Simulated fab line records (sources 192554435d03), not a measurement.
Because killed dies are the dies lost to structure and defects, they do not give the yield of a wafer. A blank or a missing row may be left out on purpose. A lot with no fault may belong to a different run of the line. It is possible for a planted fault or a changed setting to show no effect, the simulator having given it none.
fab line records	flow n5-finfet
record lots=6	wafers=17	last-day=17
route steps=1938 shown BEOL_M1@762 BEOL_M4@1111 PASSIVATION@1936
lots untouched by any fault: they come from a run of this same line in which no faults occurred
start-h: hours from the record's first day to the start of the lot's first wafer shown	wait-h: hours elapsed since this lot's preceding step	" as in the row above	L1.1+2: several wafers, shown together as one row	- no value, or no start given	* or withheld: withheld	< > ~ a bound
route shown NAME@n: NAME is a module with steps in the file, n the number in the route of the first one	usual: mean and standard deviation over wafers with no fault	same: alike in all rows	chamber/n: place in a boat	sites: each site's reading	_std_site: standard deviation across them	_edge_site: the outer-site mean with the inner-site mean subtracted	radius-mm: for every site, how far away it sits from the centre of the wafer	mask NAME#n: copy n	behind: the last tool/chamber to shape the wafer	hold: what put the lot on hold/how long, in hours/how the hold closed	device: the n, p or np transistor that did not switch	end of line: the same wafers' tests at the end of the route	a step given without rows: its recipe and nothing more	killed: dies that structure and defects cost at the first sort, which is not the same as the wafer's yield	map: shows each die of a wafer: x if killed, . if not, _ if none is there
set.NAME: the setting that was run; set.NAME@STEP: the one run at that earlier step	model.NAME: the simulator's own value behind a step, which no gauge read
lots at selected steps of the route; one table per step, one row per wafer
services: from which hour (start-h, from the record's first day; less than 0 if before it) a tool's chamber was out of use, for how many hours, and why
## steps
# step N5_BEOL_M1_PEB_09
# recipe peb-temp-c=100	peb-time-s=60	resist=CAR-EUV
# step N5_BEOL_M1_DEVELOP_10
# recipe develop-time-s=30	developer=TMAH	resist=CAR-EUV	rinse-liquid=surfactant-rinse	dry=air-spin	dev-temp-c=23
# step N5_BEOL_M1_CD_MEAS_11
# recipe target-cd-nm=17.05	landing-energy-ev=500	detector=se-inlens	polarity=opening
# usual cd-nm=16.98/0.24
lot.wafer	tool	chamber	start-h	wait-h	cd-nm
L256.1	cd-sem-01	0	155.08	-	17.46
L256.3	"	0	"	"	17.07
L256.5	"	0	"	"	16.95
L258.2	cd-sem-01	0	174.68	-	16.88
L258.4	"	0	"	"	17.10
L258.5	"	0	"	"	17.19
L264.3	cd-sem-01	0	207.97	-	16.93
L264.4	"	0	"	"	16.96
L264.6	"	0	"	"	16.95
L267.4	cd-sem-02	0	221.53	-	17.11
L267.6	"	0	"	"	16.86
L270.1	cd-sem-02	0	242.40	-	16.75
L270.2	"	0	"	"	17.03
L270.4	"	0	"	"	16.93
L271.3	cd-sem-03	0	247.67	-	17.33
L271.4	"	0	"	"	16.97
L271.5	"	0	"	"	17.14
# step N5_BEOL_M1_OVL_MEAS_12
# recipe points-per-wafer=522
# usual M1_OVL=0.8/0.73
lot.wafer	tool	chamber	start-h	wait-h	M1_OVL[nm]
L256.1	overlay-02	0	155.11	0.0	0.1
L256.3	"	0	"	"	0.1
L256.5	"	0	"	"	-0.9
L258.2	overlay-02	0	174.72	0.0	-1.1
L258.4	"	0	"	"	-0.4
L258.5	"	0	"	"	0.3
L264.3	overlay-01	0	208.01	0.0	0.5
L264.4	"	0	"	"	1.6
L264.6	"	0	"	"	1.3
L267.4	overlay-02	0	221.58	0.0	1.3
L267.6	"	0	"	"	0.4
L270.1	overlay-01	0	242.43	0.0	2.2
L270.2	"	0	"	"	0.4
L270.4	"	0	"	"	1.5
L271.3	overlay-01	0	247.71	0.0	0.1
L271.4	"	0	"	"	0.2
L271.5	"	0	"	"	0.1
# step N5_BEOL_M1_INSPECT_13
# recipe mode=adi	inspect-instrument=brightfield
# usual raw-defect-count=413/95
lot.wafer	tool	chamber	start-h	wait-h	raw-defect-count
L256.1	defect-inspect-01	-	155.17	0.1	354
L256.3	"	-	"	"	317
L256.5	"	-	"	"	299
L258.2	defect-inspect-02	-	174.77	0.0	408
L258.4	"	-	"	"	384
L258.5	"	-	"	"	533
L264.3	defect-inspect-01	-	208.06	0.0	512
L264.4	"	-	"	"	411
L264.6	"	-	"	"	605
L267.4	defect-inspect-01	-	221.62	0.0	267
L267.6	"	-	"	"	370
L270.1	defect-inspect-02	-	242.49	0.1	319
L270.2	"	-	"	"	324
L270.4	"	-	"	"	406
L271.3	defect-inspect-01	-	247.76	0.0	450
L271.4	"	-	"	"	475
L271.5	"	-	"	"	532
# step N5_BEOL_M1_DESCUM_16
# recipe chemistry=O2	time-s=7	source-power-w=50	bias-power-w=20	pressure-mtorr=20	rf-frequency-hz=2.712e+07	temp-c=40	resist=CAR-EUV	o2-flow-sccm=225
# usual drypump-motor-current-A=5.5/0.32	oes-product-au=0.80/0.094	rf-vpp-V=243.5/1.4	showerhead-plenum-p-Torr=2.12/0.072	throttle-valve-pct=20.33/0.26
# same time-s=7
lot.wafer	tool	chamber	start-h	wait-h	drypump-motor-current-A	oes-product-au	rf-hours-counter-h	rf-vpp-V	showerhead-plenum-p-Torr	throttle-valve-pct
L256.1	rie-diel-01	0	155.95	0.8	5.9	0.84	60	242.5	2.13	20.03
L256.3	"	2	"	"	5.4	0.87	35	241.9	2.04	19.91
L256.5	"	1	"	"	5.8	0.72	-	242.2	2.08	20.82
L258.2	rie-diel-04	1	174.80	0.0	5.2	0.86	54	240.5	2.03	20.50
L258.4	"	0	"	"	4.9	0.73	-	245.2	2.17	20.45
L258.5	"	2	"	"	5.5	0.76	-	243.8	2.18	20.40
L264.3	rie-diel-01	2	208.34	0.3	5.3	0.85	49	241.4	2.04	19.94
L264.4	"	3	"	"	5.3	0.98	1	242.2	2.06	20.11
L264.6	"	2	"	"	5.3	0.85	-	242.0	2.04	19.95
L267.4	rie-diel-04	3	221.66	0.0	5.1	0.94	12	243.9	2.23	19.97
L267.6	"	0	"	"	5.0	0.72	-	244.6	2.16	20.47
L270.1	rie-diel-01	1	242.53	0.0	5.8	0.70	230	243.4	2.07	20.85
L270.2	"	0	"	"	5.8	0.81	83	242.7	2.12	20.07
L270.4	"	2	"	"	5.3	0.84	60	241.7	2.03	19.95
L271.3	rie-diel-01	0	247.90	0.1	5.9	0.81	84	242.5	2.12	20.10
L271.4	"	1	"	"	5.7	0.71	232	241.3	2.07	20.87
L271.5	"	3	"	"	5.3	0.94	-	241.8	2.06	20.12
# step N5_BEOL_M1_ETCH_74
# recipe chemistry=N2/H2	target=underlayer	target-depth-a=65	mask-material=CAR-EUV	time-s=5.2	ion-energy-ev=200	pressure-mtorr=30	source-w=840	bias-w=150	n2-flow-sccm=200	h2-flow-sccm=200	ends=cleared
# usual bias-w=150.0/0.41	drypump-motor-current-A=5.5/0.33	etch-rf-on-time-s=5.18/0.099	h2-flow-sccm=200.0/0.66	oes-product-au=0.68/0.08	rf-vpp-V=524.8/2.7	showerhead-plenum-p-Torr=2.57/0.086	throttle-valve-pct=17.78/0.29
lot.wafer	tool	chamber	start-h	wait-h	bias-w	drypump-motor-current-A	etch-rf-on-time-s	h2-flow-sccm	oes-product-au	rf-hours-counter-h	rf-vpp-V	showerhead-plenum-p-Torr	throttle-valve-pct
L256.1	rie-diel-01	0	155.99	0.0	149.9	5.9	5.15	200.9	0.71	60	523.2	2.58	17.44
L256.3	"	2	"	"	149.6	5.3	5.01	200.2	0.75	35	523.8	2.49	17.34
L256.5	"	1	"	"	150.6	5.8	5.14	200.0	0.62	-	524.5	2.52	18.30
L258.2	rie-diel-04	1	174.84	0.0	149.5	5.2	5.06	200.5	0.75	54	519.7	2.47	17.92
L258.4	"	0	"	"	150.0	5.0	5.30	200.0	0.63	-	525.0	2.64	17.88
L258.5	"	2	"	"	149.8	5.4	5.22	201.3	0.65	-	527.1	2.65	17.80
L264.3	rie-diel-01	2	208.38	0.0	150.4	5.4	5.04	199.9	0.72	49	520.8	2.48	17.35
L264.4	"	3	"	"	149.8	5.3	5.12	199.1	0.83	1	521.2	2.50	17.47
L264.6	"	2	"	"	150.3	5.4	5.09	199.5	0.74	-	522.5	2.48	17.39
L267.4	rie-diel-04	3	221.70	0.0	150.6	5.2	5.14	201.1	0.80	12	528.7	2.72	17.49
L267.6	"	0	"	"	149.4	4.9	5.39	199.4	0.61	-	526.0	2.64	17.91
L270.1	rie-diel-01	1	242.56	0.0	150.5	5.8	5.16	200.3	0.61	230	523.5	2.51	18.37
L270.2	"	0	"	"	150.1	5.8	5.15	200.4	0.69	83	524.6	2.57	17.45
L270.4	"	2	"	"	149.3	5.4	5.02	199.6	0.71	60	520.4	2.48	17.39
L271.3	rie-diel-01	0	247.93	0.0	149.9	5.9	5.14	199.0	0.70	84	522.6	2.57	17.45
L271.4	"	1	"	"	149.6	5.8	5.13	199.9	0.60	232	521.9	2.51	18.34
L271.5	"	3	"	"	149.5	5.3	5.06	199.2	0.79	-	521.3	2.49	17.48
# step N5_BEOL_M1_ETCH_63
# recipe chemistry=CF4	target=SiARC	target-depth-a=156	mask-material=CAR-EUV	time-s=26	ion-energy-ev=80	pressure-mtorr=40	source-w=545	bias-w=36	Ar_flow_sccm=100	cf4-flow-sccm=100	ends=cleared
# usual bias-w=36.00/0.11	drypump-motor-current-A=5.5/0.32	etch-rf-on-time-s=25.9/0.47	oes-product-au=0.69/0.08	rf-vpp-V=184.5/1.1	showerhead-plenum-p-Torr=2.16/0.069	throttle-valve-pct=15.53/0.26
lot.wafer	tool	chamber	start-h	wait-h	bias-w	drypump-motor-current-A	etch-rf-on-time-s	oes-product-au	rf-hours-counter-h	rf-vpp-V	showerhead-plenum-p-Torr	throttle-valve-pct
L256.1	rie-diel-01	0	156.00	0.0	35.88	5.8	26.0	0.71	60	184.6	2.17	15.24
L256.3	"	2	"	"	36.20	5.4	25.6	0.75	35	184.1	2.10	15.15
L256.5	"	1	"	"	36.14	5.8	26.1	0.62	-	183.8	2.13	16.00
L258.2	rie-diel-04	1	174.85	0.0	36.05	5.2	25.3	0.75	54	183.2	2.09	15.61
L258.4	"	0	"	"	36.22	5.0	26.4	0.62	-	184.9	2.21	15.69
L258.5	"	2	"	"	35.96	5.5	25.6	0.66	-	183.6	2.23	15.61
L264.3	rie-diel-01	2	208.40	0.0	35.97	5.3	25.2	0.73	49	184.9	2.10	15.18
L264.4	"	3	"	"	36.02	5.3	25.7	0.83	1	184.4	2.11	15.22
L264.6	"	2	"	"	35.97	5.3	25.0	0.74	-	184.1	2.10	15.19
L267.4	rie-diel-04	3	221.71	0.0	35.97	5.2	25.7	0.79	12	185.4	2.28	15.17
L267.6	"	0	"	"	36.17	4.9	26.7	0.61	-	183.5	2.21	15.72
L270.1	rie-diel-01	1	242.58	0.0	36.08	5.8	26.2	0.60	230	183.7	2.12	16.04
L270.2	"	0	"	"	36.09	5.9	25.6	0.71	83	185.4	2.17	15.27
L270.4	"	2	"	"	36.02	5.3	25.2	0.73	60	184.5	2.10	15.23
L271.3	rie-diel-01	0	247.95	0.0	36.03	5.9	25.5	0.70	84	185.8	2.17	15.28
L271.4	"	1	"	"	35.89	5.8	25.7	0.61	232	183.5	2.12	16.04
L271.5	"	3	"	"	36.09	5.3	25.6	0.79	-	183.0	2.10	15.24
# step N5_BEOL_M1_ETCH_64
# recipe chemistry=N2/H2	target=SOC	target-depth-a=750	overetch-a=150	mask-material=SiARC	temp-c=40	time-s=112.5	ion-energy-ev=200	pressure-mtorr=30	source-w=840	bias-w=150	n2-flow-sccm=200	h2-flow-sccm=200
# step N5_BEOL_M1_STRIP_65
# recipe chemistry=N2/H2	temp-c=40	n2-flow-sccm=200	h2-flow-sccm=200	rf-frequency-hz=6e+07
# step N5_BEOL_M1_STRIP_75
# recipe chemistry=N2/H2	temp-c=40	n2-flow-sccm=200	h2-flow-sccm=200	rf-frequency-hz=6e+07
# step N5_BEOL_M1_STRIP_66
# recipe chemistry=CF4	resist=SiARC	power-w=300	bias-power-w=75	pressure-mtorr=50	cf4-flow-sccm=150	rf-frequency-hz=6e+07
# usual drypump-motor-current-A=5.5/0.33	oes-product-au=0.79/0.086	rf-vpp-V=271.5/1.5	showerhead-plenum-p-Torr=1.81/0.059	throttle-valve-pct=13.50/0.27
lot.wafer	tool	chamber	start-h	wait-h	drypump-motor-current-A	oes-product-au	rf-hours-counter-h	rf-vpp-V	showerhead-plenum-p-Torr	throttle-valve-pct
L256.1	rie-diel-01	0	156.16	0.0	5.9	0.82	60	272.5	1.82	13.20
L256.3	"	2	"	"	5.4	0.86	35	268.8	1.76	13.12
L256.5	"	1	"	"	5.8	0.72	-	270.8	1.78	13.98
L258.2	rie-diel-04	1	175.01	0.0	5.1	0.86	54	271.5	1.74	13.54
L258.4	"	0	"	"	4.9	0.73	-	273.4	1.86	13.71
L258.5	"	2	"	"	5.5	0.76	-	271.4	1.87	13.61
L264.3	rie-diel-01	2	208.55	0.0	5.3	0.84	49	268.9	1.76	13.14
L264.4	"	3	"	"	5.3	0.97	1	269.5	1.76	13.18
L264.6	"	2	"	"	5.4	0.84	-	269.7	1.76	13.15
L267.4	rie-diel-04	3	221.87	0.0	5.1	0.91	12	273.3	1.91	13.13
L267.6	"	0	"	"	4.9	0.73	-	270.9	1.86	13.77
L270.1	rie-diel-01	1	242.74	0.0	5.7	0.71	230	270.2	1.77	14.02
L270.2	"	0	"	"	5.9	0.81	83	271.4	1.82	13.25
L270.4	"	2	"	"	5.3	0.83	60	268.7	1.75	13.18
L271.3	rie-diel-01	0	248.11	0.0	5.9	0.79	84	272.6	1.82	13.25
L271.4	"	1	"	"	5.8	0.71	232	273.3	1.77	14.03
L271.5	"	3	"	"	5.3	0.90	-	270.0	1.76	13.18
# step N5_BEOL_M1_HM_OPEN_17
# recipe chemistry=Cl2/BCl3	target-depth-a=200	overetch-a=60	target=TiN	mask-material=SOC	ion-energy-ev=150	pressure-mtorr=10	icp-w=1000	bias-w=126	Cl2_flow_sccm=53.25	bcl3-flow-sccm=21.75	Ar_flow_sccm=25
# usual bias-w=126.0/0.39	drypump-motor-current-A=5.86/0.28	oes-product-au=0.67/0.071	throttle-valve-pct=22.10/0.19
lot.wafer	tool	chamber	start-h	wait-h	bias-w	drypump-motor-current-A	oes-product-au	rf-hours-counter-h	throttle-valve-pct	model.SOC_of_BEOL_M1_COAT_61.thk-nm	model.etch.depth-nm	model.BEOL_M1.cd-offset-nm
L256.1	rie-metal-02	0	156.20	0.0	125.9	5.68	0.77	7	22.17	52	19.78	0
L256.3	"	0	"	"	125.9	5.73	0.76	-	22.17	52	19.75	0.2
L256.5	"	0	"	"	125.3	5.69	0.77	-	22.18	52	20.05	0.2
L258.2	rie-metal-02	1	175.05	0.0	126.3	6.13	0.62	72	21.97	51.8	20.27	-0.2
L258.4	"	0	"	"	126.1	5.66	0.76	-	22.17	52	20.17	0.2
L258.5	"	1	"	"	126.3	6.12	0.61	-	21.98	51.8	20.21	0
L264.3	rie-metal-01	1	208.62	0.1	125.8	6.15	0.65	-	22.38	52.4	19.78	0.2
L264.4	"	0	"	"	126.4	5.43	0.59	-	22.01	52	19.72	0.2
L264.6	"	0	"	"	126.2	5.45	0.59	-	22.00	52	19.79	0.2
L267.4	rie-metal-01	0	221.94	0.1	126.7	5.43	0.58	-	22.02	54	19.85	-0.4
L267.6	"	1	"	"	126.1	6.13	0.65	-	22.36	52.4	20.01	-0.2
L270.1	rie-metal-02	1	242.78	0.0	125.7	6.12	0.60	77	21.99	52	19.93	0.2
L270.2	"	0	"	"	125.7	5.65	0.74	15	22.19	52.2	20	0
L270.4	"	0	"	"	125.0	5.67	0.74	-	22.19	52.2	19.96	0
L271.3	rie-metal-01	1	248.18	0.1	125.5	6.13	0.64	-	22.36	52.2	20.12	0.2
L271.4	"	0	"	"	126.5	5.42	0.59	-	22.04	54	19.63	0
L271.5	"	1	"	"	125.8	6.11	0.63	-	22.41	54.4	19.11	-0.4
# step N5_BEOL_M1_STRIP_19
# recipe chemistry=O2	power-w=400	temp-c=40	pressure-mtorr=30	rf-frequency-hz=6e+07	bias-power-w=0	overash-fraction=0.2	o2-flow-sccm=225
# usual drypump-motor-current-A=5.5/0.35	oes-product-au=0.79/0.093	rf-vpp-V=3.6/0.4	showerhead-plenum-p-Torr=2.12/0.076	throttle-valve-pct=16.61/0.26
lot.wafer	tool	chamber	start-h	wait-h	drypump-motor-current-A	oes-product-au	rf-hours-counter-h	rf-vpp-V	showerhead-plenum-p-Torr	throttle-valve-pct
L256.1	rie-diel-02	0	156.39	0.2	5.8	0.72	210	3.6	2.16	16.77
L256.3	"	2	"	"	6.0	0.75	155	4.6	2.00	16.58
L256.5	"	3	"	"	5.9	0.72	-	3.7	2.17	16.79
L258.2	rie-diel-02	3	175.23	0.2	5.9	0.71	213	3.8	2.16	16.80
L258.4	"	1	"	"	5.7	0.96	13	4.0	2.24	16.40
L258.5	"	3	"	"	5.9	0.71	-	4.0	2.16	16.79
L264.3	rie-diel-04	0	208.72	0.1	4.9	0.71	202	3.4	2.17	16.76
L264.4	"	1	"	"	5.2	0.85	66	3.5	2.03	16.73
L264.6	"	0	"	"	5.0	0.72	-	3.4	2.17	16.76
L267.4	rie-diel-04	2	222.02	0.1	5.5	0.75	176	3.5	2.18	16.68
L267.6	"	0	"	"	4.9	0.72	-	3.3	2.17	16.75
L270.1	rie-diel-04	0	242.89	0.1	5.0	0.71	213	3.3	2.17	16.76
L270.2	"	3	"	"	5.2	0.91	18	3.5	2.23	16.19
L270.4	"	1	"	"	5.2	0.84	77	4.6	2.03	16.74
L271.3	rie-diel-01	1	248.38	0.2	5.8	0.71	232	3.0	2.07	17.10
L271.4	"	2	"	"	5.4	0.84	62	2.9	2.04	16.22
L271.5	"	2	"	"	5.4	0.84	-	3.6	2.04	16.21
# step N5_BEOL_M4_RC_MEAS_101
# usual DIBL_N=35.9/1.3	DIBL_P=36.3/1.5	IOFF_N=0.153/0.023	IOFF_P=0.208/0.028	ION_N=672/9.7	ION_P=462/6.6	SS_N=71.5/0.53	SS_P=73.3/0.59	VT_N=250.4/2.7	VT_P=-250.5/3
lot.wafer	tool	chamber	start-h	wait-h	DIBL_N[mV/V]	DIBL_P[mV/V]	IOFF_N[nA/um]	IOFF_P[nA/um]	ION_N[uA/um]	ION_P[uA/um]	SS_N[mV/dec]	SS_P[mV/dec]	VT_N[mV]	VT_P[mV]
L256.1	prober-02	0	211.49	0.0	33.8	35.3	0.121	0.177	653	452	70.8	72.7	253.2	-252.9
L256.3	"	0	"	"	36.0	38.1	0.162	0.213	673	461	71.6	73.9	250.8	-253.0
L256.5	"	0	"	"	34.1	35.3	0.120	0.177	646	456	70.9	72.1	255.5	-252.9
L258.2	prober-01	0	225.30	0.2	38.7	39.2	0.197	0.247	676	467	71.8	74.2	247.3	-248.5
L258.4	"	0	"	"	39.8	40.6	0.211	0.274	678	466	72.0	74.5	245.7	-245.5
L258.5	"	0	"	"	38.5	39.1	0.194	0.235	683	463	72.7	74.1	246.5	-250.0
L264.3	prober-02	0	275.10	0.3	35.8	36.4	0.141	0.198	665	460	72.2	73.2	250.4	-249.7
L264.4	"	0	"	"	36.5	36.8	0.147	0.204	666	458	71.8	73.8	251.5	-252.5
L264.6	"	0	"	"	37.0	37.2	0.146	0.203	671	460	71.6	72.7	252.6	-251.7
L267.4	prober-02	0	280.38	0.5	35.6	35.4	0.149	0.193	679	462	70.9	73.3	252.7	-250.8
L267.6	"	0	"	"	35.5	35.8	0.144	0.198	668	457	71.4	74.0	251.5	-252.0
L270.1	prober-01	0	303.11	0.5	33.3	34.4	0.129	0.212	668	473	70.7	73.2	252.3	-250.3
L270.2	"	0	"	"	34.7	36.0	0.153	0.238	674	464	71.0	74.1	249.5	-247.3
L270.4	"	0	"	"	33.8	34.3	0.130	0.206	659	463	70.7	72.8	253.6	-248.2
L271.3	prober-01	0	309.51	0.3	36.2	37.9	0.171	0.215	677	460	71.5	73.1	247.6	-252.2
L271.4	"	0	"	"	37.3	39.3	0.205	0.246	695	468	72.1	74.6	245.8	-247.5
L271.5	"	0	"	"	32.8	34.5	0.116	0.166	664	454	70.9	72.5	256.3	-254.4
# step N5_PASSIVATION_PROBE_49
# usual defect-limited-yield=91.1/1.5	killed_at_M0_to_M3=35/9.5	killed_at_M4_up=13/5.2	killed-at-contacts=12/6.1	killed-at-front-end=41/14	killed-at-other=3.8/2.9	killed-dies=105/17	killed-on-rim=13/4.1	killed-open=70/13	killed-short=33/8.4	sort_bin_5_function=5.1/0.97	sort_bin_6_memory=3.4/0.69	sort-n-pass=1075/17	sort-yield-pct=91.1/1.5
# same gross-dies=1180	killed-at-back-side=0	sort_bin_4_leakage[%]=0	sort_bin_8_speed[%]=0
lot.wafer	tool	chamber	start-h	wait-h	defect-limited-yield[%]	killed_at_M0_to_M3	killed_at_M4_up	killed-at-contacts	killed-at-front-end	killed-at-other	killed-dies	killed-on-rim	killed-open	killed-short	sort_bin_5_function[%]	sort_bin_6_memory[%]	sort-n-pass	sort-yield-pct[%]
L258.2	prober-01	-	332.22	0.1	93.8	34	12	6	20	1	73	8	58	13	4.2	2.0	1107	93.8
L258.4	prober-01	-	332.32	0.2	92.5	35	7	11	31	5	89	6	55	34	4.6	2.8	1091	92.5
L258.5	prober-01	-	332.37	0.2	93.3	24	10	6	32	7	79	14	57	20	3.5	3.1	1101	93.3
L264.3	prober-01	-	374.07	0.1	89.1	32	11	19	63	4	129	25	82	41	6.7	3.7	1051	89.1
L264.4	prober-01	-	374.12	0.2	90.3	33	8	9	55	9	114	19	73	40	5.3	4.0	1066	90.3
L264.6	prober-01	-	374.22	0.3	88.5	39	17	19	58	3	136	18	80	51	6.3	4.8	1044	88.5
L267.4	prober-01	-	384.61	0.2	90.5	32	22	9	48	1	112	14	81	27	5.3	4.0	1068	90.5
L267.6	prober-01	-	384.71	0.3	91.3	29	9	13	43	9	103	16	72	30	4.5	3.6	1077	91.3
L271.4	prober-01	-	417.81	0.2	91.6	45	27	3	22	2	99	16	66	19	5.7	2.4	1081	91.6
L271.5	prober-01	-	417.86	0.2	87.6	86	29	2	29	0	146	23	54	36	10.0	2.3	1034	87.6
# killed by level:class
L258.2 BEOL_M2:geometric-particle:open=12 DUMMY_GATE:geometric-particle:open=6 MOL_CONTACT_COAG:geometric-particle:open=5 BEOL_M0_SAQP:geometric-particle:open=5 BEOL_M1:geometric-particle:open=5 BEOL_M3:geometric-particle:open=5 BEOL_M0_SAQP:geometric-particle:short=4 BEOL_M5:geometric-particle:open=4
L258.4 STI_FIN_REVEAL:geometric-particle:open=13 BEOL_M1:geometric-particle:open=9 MOL_CONTACT_COAG:geometric-particle:open=8 BEOL_M0_SAQP:geometric-particle:short=8 BEOL_M0_SAQP:geometric-particle:open=8 STI_FIN_REVEAL:geometric-particle:short=4 BEOL_M1:geometric-particle:short=4 FIN_SAQP:geometric-particle:short=3
L258.5 DUMMY_GATE:geometric-particle:open=8 BEOL_M2:geometric-particle:open=8 MOL_CONTACT_COAG:geometric-particle:open=6 BEOL_M5:geometric-particle:open=6 STI_FIN_REVEAL:geometric-particle:open=4 PAD_METAL:geometric-particle:short=4 ILD0:geometric-particle:open=3 ILD0:geometric-particle:short=3
L264.3 MOL_CONTACT_COAG:geometric-particle:open=17 STI_FIN_REVEAL:geometric-particle:open=14 BEOL_M3:geometric-particle:open=10 GATE_CUT:geometric-particle:open=8 FIN_SAQP:geometric-particle:short=7 GATE_CUT:geometric-particle:short=7 DUMMY_GATE:geometric-particle:open=5 ILD0:geometric-particle:short=5
L264.4 STI_FIN_REVEAL:geometric-particle:open=10 GATE_CUT:geometric-particle:short=10 FIN_SAQP:geometric-particle:open=8 MOL_CONTACT_COAG:geometric-particle:open=8 BEOL_M3:geometric-particle:short=8 BEOL_M3:geometric-particle:open=7 FIN_SAQP:geometric-particle:short=6 GATE_CUT:geometric-particle:open=6
L264.6 MOL_CONTACT_COAG:geometric-particle:open=17 BEOL_M3:geometric-particle:open=10 STI_FIN_REVEAL:geometric-particle:open=9 BEOL_M3:geometric-particle:short=9 FIN_SAQP:geometric-particle:short=8 GATE_CUT:geometric-particle:short=6 FIN_SAQP:geometric-particle:open=5 STARTING-WAFER:geometric-particle:short=5
L267.4 FIN_SAQP:geometric-particle:open=19 BEOL_M3:geometric-particle:open=10 MOL_CONTACT_COAG:geometric-particle:open=8 BEOL_M4:geometric-particle:open=7 DUMMY_GATE:geometric-particle:open=6 BEOL_M2:geometric-particle:open=6 FIN_SAQP:geometric-particle:short=5 STARTING-WAFER:geometric-particle:open=5
L267.6 FIN_SAQP:geometric-particle:open=11 MOL_CONTACT_COAG:geometric-particle:open=11 BEOL_M3:geometric-particle:open=8 STI_FIN_REVEAL:geometric-particle:open=6 BEOL_M1:geometric-particle:open=6 BEOL_M2:geometric-particle:open=6 DUMMY_GATE:geometric-particle:open=5 BEOL_M4:geometric-particle:open=5
L271.4 BEOL_M1:area-open=14 BEOL_M4:geometric-particle:open=12 BEOL_M0_SAQP:geometric-particle:open=8 BEOL_M3:geometric-particle:open=8 STI_FIN_REVEAL:geometric-particle:open=6 BEOL_M2:geometric-particle:open=6 BEOL_M1:geometric-particle:open=5 FIN_SAQP:geometric-particle:short=4
L271.5 BEOL_M1:area-open=56 BEOL_M4:geometric-particle:open=11 BEOL_M0_SAQP:geometric-particle:short=7 STI_FIN_REVEAL:geometric-particle:open=6 BEOL_M3:geometric-particle:open=5 BEOL_M5:geometric-particle:open=5 GATE_CUT:geometric-particle:short=4 BEOL_M0_SAQP:geometric-particle:open=4
## services
tool	chamber	start-h	hours	kind
rie-diel-04	3	170.75	-	clean
rie-diel-04	3	170.75	-	consumable-replace:focus-ring
rie-diel-04	3	170.75	-	consumable-replace:showerhead
rie-diel-04	3	170.75	15.6	scheduled-down
rie-diel-04	3	170.75	15.6	vent-cycle
rie-diel-01	3	183.32	-	clean
rie-diel-01	3	183.32	-	consumable-replace:focus-ring
rie-diel-01	3	183.32	14.8	scheduled-down
rie-diel-01	3	183.32	14.8	vent-cycle
rie-metal-02	-	196.03	2.8	pm
rie-diel-01	-	196.89	8.3	repair
## key
first-sign step=N5_PASSIVATION_PROBE_49	reading=killed_at_M0_to_M3	direction=up	sigmas=2.1	usual=35	struck=54	wafers-moved=1
effect none on later readings
model-effect step=N5_BEOL_M1_HM_OPEN_17	value=SOC_of_BEOL_M1_COAT_61.thk-nm	without=52.13	struck=54.13
met-at N5_BEOL_M1_HM_OPEN_17
struck-wafers L267.4,L271.4,L271.5
onset-between 208.62 221.94
fault kind=process-parameter-drift	tool=rie-metal-01	chamber=-	onset-h=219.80	steps=N5_BEOL_M1_HM_OPEN_17	channel=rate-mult	offset=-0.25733	shape=step	end-h=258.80	scope=struck-wafers-only
